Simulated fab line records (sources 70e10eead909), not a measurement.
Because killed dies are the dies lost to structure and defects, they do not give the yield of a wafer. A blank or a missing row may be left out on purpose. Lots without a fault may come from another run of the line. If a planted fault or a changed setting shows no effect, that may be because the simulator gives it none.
Problem report, 8D (eight disciplines) form, completed by code | flow nand_harc | the parts of the form that need people (team, actions taken, sign-off) are left out

## 1. PROBLEM STATEMENT
Wafers without a fault read 61, standard deviation 16; killed_dies at NHARC_END_SORT_01 reads a mean of 677 on 6 wafers belonging to 3 lots. That is +38 standard deviations from the usual mean.
Seen first at day 30 13:43 on prober-01, wafer L871.5. The record holds 18 wafers of 6 lots with a number at this step. Rule for "out" (also "out of limits"): further than 4 standard deviations from the usual mean. Any other wafer with a number is counted as sound.

## 2. WHAT THIS IS AND IS NOT
question                    | is                                                 | is not
which readings at this step | killed_dies, defect_limited_yield, killed_at_array | killed_at_periphery, killed_open, killed_short
which lots                  | L871, L872, L873                                   | L864, L866, L870
which wafers of those lots  | L871.5, L871.6, L872.3, L872.6, L873.5, L873.6     | L871.1, L872.1, L873.2
read on which gauges        | prober-01, prober-02                               | -
when                        | from day 30 13:43                                  | up to then (10 sound wafers); but 2 sound wafers of L872, L873 came after

## 3. WHAT RULES OUT EACH SUSPECT
Counting: any tool at a process step up to the reading remains a suspect provided it ran every lot that is out. Sound lots after the first of them don't rule it out here, since some wafers of a struck lot are sound.
- the gauge at NHARC_END_SORT_01: ruled out. The wafers that are out were read on 2 gauges (prober-01, prober-02).
- pvd_sputter-02 at NHARC_A_BONDPAD_PVD_27 (deposits Cu, target thk 30 nm, time 20.49 s): kept. It ran every lot that is out, first L872 (day 29 02:28).
After counting, what remains is pvd_sputter-02 at NHARC_A_BONDPAD_PVD_27.

## 4. THE CAUSE (what the simulator had put in)
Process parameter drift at NHARC_A_BONDPAD_PVD_27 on pvd_sputter-02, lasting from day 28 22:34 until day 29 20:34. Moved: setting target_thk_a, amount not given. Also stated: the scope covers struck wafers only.
After counting, this tool was the only one left.

## 5. THE CHAIN OF EFFECTS, in route order
Rows list readings where the struck wafers' mean (over those with a number) sits beyond 3 standard deviations from the usual. Scope: only readings with a usual standard deviation given in the record; hours: median across lots of the time from each lot's start at the first step in this table that gives one to its start at this step; sigmas: change in usual standard deviations.
hours | step              | reading              | usual  | on struck wafers | change | sigmas
0     | NHARC_END_SORT_01 | defect_limited_yield | 90.9 % | 0.0              | -90.9  | -38
0     | NHARC_END_SORT_01 | killed_at_array      | 56     | 672              | +616   | +36
0     | NHARC_END_SORT_01 | killed_dies          | 61     | 677              | +616   | +38

## 6. WHAT WOULD HAVE CAUGHT IT SOONER
In this record the first reading out of limits at a measuring or inspecting step was taken at day 30 13:43, 39 hours after the fault began at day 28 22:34.
No tool reading at NHARC_A_BONDPAD_PVD_27 that has a usual standard deviation in the record was out on any struck wafer, so an alarm limit of 4 standard deviations on those readings would not have fired.
All the lots that are out (3) had begun NHARC_A_BONDPAD_PVD_27 on pvd_sputter-02 by day 30 13:43. None of them would have been spared by holding the tool at that moment.
